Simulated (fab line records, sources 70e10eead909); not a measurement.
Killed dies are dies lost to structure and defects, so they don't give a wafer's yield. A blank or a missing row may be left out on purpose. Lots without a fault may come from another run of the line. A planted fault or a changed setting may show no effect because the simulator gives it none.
Which tool did it? | flow nand_harc | 12 lots, 36 wafers sampled, at 5 steps of a route of 1302

WHAT THE GAUGES READ, wafer by wafer
NHARC_A_ONON_D1_THK_MEAS_08: measures by ellipsometry. Usual: thk_nm 1004 nm, standard deviation 7.7.
lot  | measured     | on            | thk_nm (nm)    | flag
L163 | day 7 15:22  | film_metro-02 | 1005 1005 1005 |
L164 | day 8 03:03  | film_metro-01 | 998 998 996    |
L166 | day 9 02:38  | film_metro-01 | 1006 1007 1007 |
L168 | day 9 21:01  | film_metro-02 | 981 981 982    |
L169 | day 10 07:12 | film_metro-02 | 999 998 1000   |
L171 | day 11 04:33 | film_metro-01 | 1018 1015 1014 |
L178 | day 14 05:10 | film_metro-02 | 1011 1012 1011 |
L180 | day 14 23:43 | film_metro-01 | 1010 1009 1009 |
L179 | day 14 23:42 | film_metro-02 | 1009 1008 1008 |
L181 | day 15 15:50 | film_metro-01 | 1010 1011 1012 |
L184 | day 16 03:23 | film_metro-02 | 1003 1005 1004 |
L186 | day 17 10:57 | film_metro-02 | 1003 1006 1007 |

NHARC_A_ONON_D1_THK_MEAS_34: measures by ellipsometry. Usual: thk_nm 200.1 nm, standard deviation 2.6.
lot  | measured     | on            | thk_nm (nm)       | flag
L163 | day 8 05:06  | film_metro-02 | 196.4 196.8 200.7 |
L164 | day 8 14:40  | film_metro-02 | 199.8 203.5 206.6 |
L166 | day 9 14:07  | film_metro-01 | 199.1 202.4 200.5 |
L168 | day 10 17:43 | film_metro-01 | 202.4 201.2 203.0 |
L169 | day 10 17:22 | film_metro-01 | 200.2 198.9 199.2 |
L171 | day 11 16:46 | film_metro-01 | 195.1 173.2 198.4 | OFF
L178 | day 14 16:50 | film_metro-01 | 199.8 196.5 200.4 |
L180 | day 15 11:21 | film_metro-02 | 197.8 199.0 198.3 |
L179 | day 15 11:22 | film_metro-01 | 199.4 197.8 200.3 |
L181 | day 16 04:17 | film_metro-01 | 196.4 201.0 197.6 |
L184 | day 16 22:14 | film_metro-01 | 198.2 203.4 204.3 |
L186 | day 17 22:34 | film_metro-01 | 199.5 196.2 200.4 |

NHARC_A_CHANNEL_HOLE_D1_OVL_MEAS_11. Usual: overlay_x_nm 0.4 nm, standard deviation 0.75; overlay_y_nm 0.3 nm, standard deviation 0.85.
lot  | measured     | on         | overlay_x_nm (nm) | overlay_y_nm (nm) | flag
L163 | day 8 07:58  | overlay-01 | 0.7 0.2 -0.1      | -0.4 -0.4 -0.3    |
L164 | day 8 17:26  | overlay-02 | 0.9 0.7 0.2       | 0.5 0.5 0.3       |
L166 | day 9 17:31  | overlay-02 | 2.0 2.6 1.9       | 1.2 1.7 1.8       |
L168 | day 10 21:46 | overlay-01 | 0.2 0.4 -0.1      | -0.4 -0.5 -0.6    |
L169 | day 10 21:10 | overlay-01 | 0.6 0.5 0.4       | 0.3 0.6 0.2       |
L171 | day 11 21:38 | overlay-01 | -0.1 0.1 0.4      | -0.1 -0.4 0.0     |
L178 | day 14 20:21 | overlay-01 | 0.7 1.0 1.5       | 1.8 1.8 2.2       |
L180 | day 15 16:08 | overlay-01 | 0.5 0.7 0.5       | -0.7 -0.9 -1.0    |
L179 | day 15 16:42 | overlay-02 | 1.1 1.6 0.7       | -0.5 -1.3 -0.1    |
L181 | day 16 07:08 | overlay-01 | -1.1 -0.1 0.0     | 0.0 -0.1 -0.1     |
L184 | day 17 01:07 | overlay-01 | 0.4 0.9 0.3       | -0.6 -0.8 -0.9    |
L186 | day 18 01:25 | overlay-01 | -0.2 -0.1 0.0     | -0.5 -0.6 -0.7    |

WHICH TOOL RAN EACH LOT (tool, then ch and the chambers of the sampled wafers, then the start)
lot  | NHARC_A_ZERO_WELL_ETCH_13        | NHARC_A_ONON_D1_DEP_33
L163 | rie_si-02 ch 0,1,3, day 6 16:14  | pecvd-02 ch 1,2, day 8 04:41
L164 | rie_si-03 ch 0,2,3, day 7 04:17  | pecvd-01 ch 0,1, day 8 14:18
L166 | rie_si-02 ch 2,3, day 8 03:35    | pecvd-02 ch 0,2, day 9 13:44
L168 | rie_si-05 ch 0,2,3, day 8 20:53  | pecvd-04 ch 0,1, day 10 17:20
L169 | rie_si-02 ch 2,3, day 9 06:16    | pecvd-04 ch 0,1,2, day 10 17:00
L171 | rie_si-05 ch 2,3, day 10 05:08   | pecvd-02 ch 0,2, day 11 16:23
L178 | rie_si-02 ch 1,2,3, day 13 05:38 | pecvd-04 ch 1,2, day 14 16:26
L180 | rie_si-02 ch 0,1,2, day 14 00:59 | pecvd-02 ch 0,1,2, day 15 10:56
L179 | rie_si-03 ch 1,2, day 14 01:52   | pecvd-04 ch 0,1,2, day 15 11:05
L181 | rie_si-05 ch 1,3, day 14 17:37   | pecvd-04 ch 0,1,2, day 16 03:55
L184 | rie_si-05 ch 1,2,3, day 15 05:10 | pecvd-01 ch 0,2, day 16 21:52
L186 | rie_si-05 ch 1,3, day 16 06:52   | pecvd-04 ch 1,2, day 17 22:08
- NHARC_A_ZERO_WELL_ETCH_13: etches the open film in HBr/Cl2, target depth 120 nm, time 40.1 s.
- NHARC_A_ONON_D1_DEP_33: deposits SiO2, target thk 200 nm.

WHAT THE TOOLS THEMSELVES READ (means of the sampled wafers that have a number; where no wafer has one, the mark that the record gives instead)
NHARC_A_ZERO_WELL_ETCH_13. Usual: drypump_motor_current_A 5.6 A, standard deviation 0.36; oes_product_au 0.998 a.u., standard deviation 0.0064; rf_fwd_power_W 395.3 W, standard deviation 1.8; throttle_valve_pct 26.406 %, standard deviation 0.0094.
lot  | tool      | drypump_motor_current_A (A) | oes_product_au (a.u.) | rf_fwd_power_W (W) | throttle_valve_pct (%) | flag
L163 | rie_si-02 | 5.6                         | 0.992                 | 396.1              | 26.401                 |
L164 | rie_si-03 | 5.8                         | 1.005                 | 395.1              | 26.408                 |
L166 | rie_si-02 | 5.4                         | 0.991                 | 396.4              | 26.405                 |
L168 | rie_si-05 | 5.5                         | 1.004                 | 394.2              | 26.407                 |
L169 | rie_si-02 | 5.4                         | 0.996                 | 396.6              | 26.412                 |
L171 | rie_si-05 | 5.4                         | 1.000                 | 393.0              | 26.405                 |
L178 | rie_si-02 | 5.5                         | 1.003                 | 396.0              | 26.414                 |
L180 | rie_si-02 | 5.6                         | 1.000                 | 395.9              | 26.410                 |
L179 | rie_si-03 | 6.0                         | 0.985                 | 394.3              | 26.408                 |
L181 | rie_si-05 | 5.3                         | 1.002                 | 393.4              | 26.395                 |
L184 | rie_si-05 | 5.3                         | 0.996                 | 394.3              | 26.404                 |
L186 | rie_si-05 | 5.3                         | 1.001                 | 393.1              | 26.407                 |

NHARC_A_ONON_D1_DEP_33. Usual: heater_power_w 571 W, standard deviation 120; rf_fwd_power_W 898.2 W, standard deviation 2.5; showerhead_vpp_V 1837 V, standard deviation 85; throttle_valve_pct 16.1 %, standard deviation 0.46.
lot  | tool     | heater_power_w (W) | rf_fwd_power_W (W) | showerhead_vpp_V (V) | throttle_valve_pct (%) | flag
L163 | pecvd-02 | 483                | 901.3              | 1941                 | 16.7                   |
L164 | pecvd-01 | 554                | 895.7              | 1789                 | 15.5                   |
L166 | pecvd-02 | 637                | 898.8              | 1797                 | 16.4                   |
L168 | pecvd-04 | 524                | 899.5              | 1793                 | 15.9                   |
L169 | pecvd-04 | 562                | 898.1              | 1838                 | 15.8                   |
L171 | pecvd-02 | 670                | 776.2              | 1693                 | 16.0                   | OFF
L178 | pecvd-04 | 511                | 899.1              | 1881                 | 15.8                   |
L180 | pecvd-02 | 601                | 898.4              | 1870                 | 16.4                   |
L179 | pecvd-04 | 527                | 898.6              | 1860                 | 15.9                   |
L181 | pecvd-04 | 530                | 897.1              | 1836                 | 16.0                   |
L184 | pecvd-01 | 629                | 897.6              | 1803                 | 16.0                   |
L186 | pecvd-04 | 488                | 897.8              | 1849                 | 16.2                   |

THE ANSWER, worked out from the rows above alone
Rule: a lot is off if the mean of its wafers that have a number lies more than 3 standard deviations from the usual mean. A lot without any number at a reading at which 4 lots or more have one is off too. The other lots that the step has rows for count as sound. The gauges are gone through in route order, then the tools' own readings, and for those a lot's mean is taken as printed above. The first step at which some lot is off is used, and at that step the reading that is off furthest; a lot without a number counts as furthest.
Off: L171, at NHARC_A_ONON_D1_THK_MEAS_34 (thk_nm).
A tool fits if, at a process step before that reading, it ran every lot that is off, and no sound lot after the first of them. The gauges at NHARC_A_ONON_D1_THK_MEAS_34 aren't tried: what is off there is off at NHARC_A_ONON_D1_DEP_33 too, on other tools, and a gauge's error can't cause that. None of those tried fits.

WHAT THE SIMULATOR HAD PUT IN
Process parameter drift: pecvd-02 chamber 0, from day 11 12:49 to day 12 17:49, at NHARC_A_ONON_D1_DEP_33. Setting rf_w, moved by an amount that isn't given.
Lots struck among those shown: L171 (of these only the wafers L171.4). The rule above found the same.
